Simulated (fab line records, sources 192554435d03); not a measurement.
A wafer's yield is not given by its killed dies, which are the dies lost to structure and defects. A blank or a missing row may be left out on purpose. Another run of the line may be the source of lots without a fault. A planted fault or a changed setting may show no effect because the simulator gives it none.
8D (eight disciplines) problem report, filled in by code	flow n5Finfet	the parts of the form that need people (team, actions taken, sign-off) are left out

1. PROBLEM STATEMENT
Wafers without a fault read 164.8 s, standard deviation 2.8; runLengthS at N5_BEOL_M11_HM_STRIP_39 reads a mean of 125.8 s on 6 wafers belonging to 2 lots. Relative to the usual mean, that is a shift of -14 standard deviations.
The step: strips TiN in peroxide tin strip, target depth 25 nm, time 158 s.
Earliest sighting: wafer L343.2 on wetBench-05 at day 14 00:50. The record has a number at this step for 33 wafers belonging to 11 lots. Rule for "out", or "out of limits": more than 4 standard deviations from the usual mean. All remaining wafers that have a number are taken as sound.

2. WHAT IT IS, AND WHAT IT ISN'T
question	is	is not
which readings at this step	runLengthS	-
which lots	L343, L345	L332, L333, L334, L337, L341, L351, L352, L353, L354
which wafers of those lots	all that have a number	-
read on which tools	wetBench-05	wetBench-02, wetBench-04
when	from day 14 00:50	up to then (15 sound wafers); but 12 sound wafers of L351, L352, L353, L354 came after

3. SUSPECTS, AND WHAT RULES EACH OUT
Counting: any tool at a process step up to the reading is kept as a suspect provided that every lot that is out went through it and no sound lot did after the first of them.
- rieDiel-01 at N5_BEOL_M11_TRENCH_ETCH_37 (etches SiCOH lowk in C4F6/O2, target depth 148.83 nm, time 48 s): ruled out as a lasting fault. After its first lot that is out, L343 (day 14 00:49), sound lots L354 ran on it. N5_BEOL_M11_TRENCH_ETCH_37: start missing for some lots; hours and lot order therefore follow N5_BEOL_M11_OCD_MEAS_38.
- wetBench-05 at N5_BEOL_M11_HM_STRIP_39 (strips TiN in peroxide tin strip, target depth 25 nm, time 158 s): kept. It processed each lot that is out, first L343 at day 14 00:50, and no sound lot thereafter; up to then, the last sound lot it processed was L333 at day 11 03:35. Its own readings are out on those wafers: runLengthS.
Remaining after the count: wetBench-05 at N5_BEOL_M11_HM_STRIP_39.

4. THE CAUSE (what the simulator had put in)
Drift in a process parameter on wetBench-05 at N5_BEOL_M11_HM_STRIP_39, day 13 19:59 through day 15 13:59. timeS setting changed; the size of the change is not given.
Counting left only this tool.

5. THE EFFECT CHAIN, in route order
One row per reading whose mean, taken over the struck wafers that have a number, lies over 3 standard deviations from the usual. Only readings whose record carries a usual standard deviation are examined. hours: median over the lots of the time between each lot's start at the first step of this table that gives one and its start at this step. sigmas: the change, counted in usual standard deviations.
hours	step	reading	usual	on struck wafers	change	sigmas
0	N5_BEOL_M11_HM_STRIP_39	runLengthS	164.8 s	125.8	-39.0	-14
Process steps it contains:
- N5_BEOL_M11_HM_STRIP_39: strips TiN in peroxide tin strip, target depth 25 nm, time 158 s.

6. HOW IT WOULD HAVE BEEN CAUGHT EARLIER
The fault began at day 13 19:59; the first out-of-limits reading in this record came at day 14 00:50, 5 hours later.
